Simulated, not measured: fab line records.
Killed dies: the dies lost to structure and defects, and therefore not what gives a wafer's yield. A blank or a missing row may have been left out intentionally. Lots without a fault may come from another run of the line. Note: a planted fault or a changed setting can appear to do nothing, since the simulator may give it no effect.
Split-lot experiment ; flow n5 finfet ; route with 1938 steps; 7 lots, 21 wafers read

SPLIT DETAILS
At N5_BEOL_M0_CUTY_ETCH_63 (etches SOC in N2/H2, target depth 82.7 nm, overetch 16.5 nm, time 124 s), the setting source w was moved away from the recipe's 840 W on 6 of the 21 wafers read, by -16.0% to +15.1%. All remaining wafers had this setting at the recipe value.

The split's own step is where the reading is taken.

THE READING
rf vpp V, in V, at N5_BEOL_M0_CUTY_ETCH_63 (etches SOC in N2/H2, target depth 82.7 nm, overetch 16.5 nm, time 124 s). Fault-free wafers of this fab line usually give 524.5 V, standard deviation 2.4 V.

wafer;tool, chamber at the split;source w as run, W;against the recipe;rf vpp V, V;against lot-mates on the recipe
L077.3;rie diel-04, 2;840;recipe;519.7;-
L077.5;rie diel-04, 2;840;recipe;520.9;-
L077.6;rie diel-04, 0;726.3;-13.5%;547.7;+27.4
L081.3;rie diel-05, 2;840;recipe;523.7;-
L081.4;rie diel-05, 1;840;recipe;525.5;-
L081.5;rie diel-05, 0;840;recipe;525.4;-
L084.1;rie diel-05, 3;966.5;+15.1%;498.8;no lot-mate on the recipe
L084.2;rie diel-05, 0;966.5;+15.1%;500.6;no lot-mate on the recipe
L084.3;rie diel-05, 2;966.5;+15.1%;500.8;no lot-mate on the recipe
L085.2;rie diel-05, 0;840;recipe;524.6;-
L085.3;rie diel-05, 1;840;recipe;524.3;-
L085.5;rie diel-05, 0;840;recipe;524.4;-
L089.1;rie diel-04, 1;840;recipe;524.7;-
L089.4;rie diel-04, 2;840;recipe;519.7;-
L089.5;rie diel-04, 3;840;recipe;527.6;-
L091.1;rie diel-05, 2;840;recipe;525.8;-
L091.4;rie diel-05, 1;741.7;-11.7%;548.4;+23.2
L091.6;rie diel-05, 0;840;recipe;524.6;-
L094.2;rie diel-05, 0;840;recipe;524.0;-
L094.4;rie diel-05, 2;706;-16.0%;554.2;+29.7
L094.6;rie diel-05, 2;840;recipe;525.1;-

THE FIT
A straight line over all 21 wafers: rf vpp V changes by -1.73 V for each +1% of source w; r = -0.99; the points scatter about the line by 2.3 V.
The same after taking each lot's own level away (the mean of its wafers on the recipe; 18 wafers): -1.94 V for each +1%; r = -0.99; scatter 1.6 V.
That fit puts the effect of the largest move of source w on the reading at 31 V.
From 520.30 to 525.20 V: that is the span of the lots' own levels, equal to 2.0 times the standard deviation above.
Hence the slope depends on the lot-to-lot level, as the two fits are not the same.
Check: +32 V against its lot-mates is what the line predicts for one of the wafers moved furthest among these (-16.0%) when that wafer is left out of the fit. It came out at +29.7 V against them.
Tool readings at the split's step, against how far the setting was moved: rf vpp V r = -0.99.

FURTHER SPLITS ON THESE WAFERS
Other splits were also applied to these wafers ahead of the reading. Each is held against what the fit with the lots' levels taken away leaves over:
other split on the same wafers;wafers away from the commonest value;r with rf vpp V (lot level and that fit taken away)
N5_HKMG_FIN_COAT_06 spin rpm;12;+0.33
N5_MOL_CONTACT_COAG_ETCH_105 bias w;7;-0.28
N5_MOL_CONTACT_COAG_ETCHBACK_136 target depth a;6;+0.44
N5_BEOL_M0_SAQP_PECVD_00 time s;9;-0.04
N5_BEOL_M0_SAQP_PECVD_96 time s;4;-0.13

THE WHOLE CHAIN: every reading that the file lists as answering this split, in the file's order
step;what it does;reading;change (the file's fit);r (the file's)
N5_BEOL_M0_CUTY_ETCH_63;etches SOC in N2/H2, target depth 82.7 nm, overetch 16.5 nm, time 124 s;rf vpp V;-1.94 V for each +1% of the setting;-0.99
N5_BEOL_M0_CUTY_ETCH_63;etches SOC in N2/H2, target depth 82.7 nm, overetch 16.5 nm, time 124 s;SiO2_of_BEOL_M0_SAQP_SPACER2_ALD_26.thk nm (the simulator's own value, which no gauge read);-0.0302 nm for each +1% of the setting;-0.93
N5_BEOL_M0_ETCH_138;etches SiCN in CH3F/O2, target depth 12 nm, time 31.6 s;SiO2_of_BEOL_M0_SAQP_SPACER2_ALD_26.thk nm (the simulator's own value, which no gauge read);-0.0281 nm for each +1% of the setting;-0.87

FILE'S OWN FIT
rf vpp V changes by -1.94 V for each +1% of source w, r = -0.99.
